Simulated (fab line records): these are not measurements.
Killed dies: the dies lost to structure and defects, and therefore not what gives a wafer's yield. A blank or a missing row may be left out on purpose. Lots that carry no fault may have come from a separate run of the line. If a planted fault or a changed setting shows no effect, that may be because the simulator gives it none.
Matching of chambers + flow n5_finfet + 4 sister chambers for N5_BEOL_M12_TRENCH_ETCH_34 on rie_diel-06
The step etches SiOC in C4F8/O2/Ar, target depth 318.95 nm, time 125.5 s. 18 wafers are shown with their chamber, then 9 later ones without.

WAFERS PAIRED WITH THEIR CHAMBERS
| wafer  | chamber | drypump_motor_current_A (A) | showerhead_plenum_p_Torr (Torr) | rf_vpp_V (V) |
|--------|---------|-----------------------------|---------------------------------|--------------|
| L075.2 | 3       | 6.4                         | 3.52                            | 670          |
| L075.3 | 2       | 5.0                         | 3.37                            | 663          |
| L075.6 | 1       | 5.8                         | 3.31                            | 662          |
| L076.1 | 1       | 5.8                         | 3.30                            | 662          |
| L076.3 | 2       | 4.9                         | 3.36                            | 664          |
| L076.6 | 0       | 6.4                         | 3.42                            | 666          |
| L081.1 | 0       | 6.4                         | 3.42                            | 666          |
| L081.2 | 3       | 6.4                         | 3.52                            | 670          |
| L081.4 | 0       | 6.4                         | 3.42                            | 665          |
| L082.2 | 3       | 6.4                         | 3.51                            | 668          |
| L082.3 | 1       | 5.8                         | 3.30                            | 662          |
| L082.4 | 0       | 6.4                         | 3.41                            | 664          |
| L085.1 | 2       | 4.9                         | 3.36                            | 662          |
| L085.3 | 1       | 5.8                         | 3.29                            | 661          |
| L085.5 | 2       | 4.9                         | 3.36                            | 663          |
| L086.1 | 2       | 5.0                         | 3.36                            | 665          |
| L086.3 | 3       | 6.4                         | 3.51                            | 668          |
| L086.6 | 0       | 6.4                         | 3.41                            | 664          |

SIGNATURES, as means of the wafers listed above
| reading                  | chamber 0 | chamber 1 | chamber 2 | chamber 3 | scatter within a chamber |
|--------------------------|-----------|-----------|-----------|-----------|--------------------------|
| drypump_motor_current_A  | 6.400     | 5.800     | 4.940     | 6.400     | 0.0293                   |
| showerhead_plenum_p_Torr | 3.4160    | 3.3000    | 3.3620    | 3.5150    | 0.00598                  |
| rf_vpp_V                 | 665.00    | 661.75    | 663.40    | 669.00    | 0.998                    |
Rule: for each reading, subtract the chamber's mean from the wafer's reading, divide by that reading's scatter and square the result; add these up over the readings and take the root, which gives the wafer's distance from the chamber. If the next closest chamber is less than 2 further off than the closest, the wafer can't be placed; otherwise it belongs to the closest. The scatter: take each reading less its chamber's mean, square it, sum over the shown wafers, divide by the number of wafers less the number of chambers, and take the root.

WAFERS MISSING THEIR CHAMBER
| wafer  | drypump_motor_current_A (A) | showerhead_plenum_p_Torr (Torr) | rf_vpp_V (V) |
|--------|-----------------------------|---------------------------------|--------------|
| L093.3 | 4.9                         | 3.35                            | 664          |
| L093.5 | 4.9                         | 3.35                            | 664          |
| L093.6 | 6.4                         | 3.50                            | 669          |
| L095.2 | 6.4                         | 3.40                            | 664          |
| L095.5 | 6.4                         | 3.50                            | 669          |
| L095.6 | 6.4                         | 3.40                            | 666          |
| L097.2 | 6.4                         | 3.50                            | 667          |
| L097.3 | 5.8                         | 3.28                            | 661          |
| L097.6 | 5.8                         | 3.28                            | 661          |

WHICH CHAMBER EACH WENT THROUGH
| wafer  | from the rows above | in truth |
|--------|---------------------|----------|
| L093.3 | 2                   | 2        |
| L093.5 | 2                   | 2        |
| L093.6 | 3                   | 3        |
| L095.2 | 0                   | 0        |
| L095.5 | 3                   | 3        |
| L095.6 | 0                   | 0        |
| L097.2 | 3                   | 3        |
| L097.3 | 1                   | 1        |
| L097.6 | 1                   | 1        |
Correct placement for 9 of the 9. Number that these rows cannot place: 0. Placed wrongly: 0.
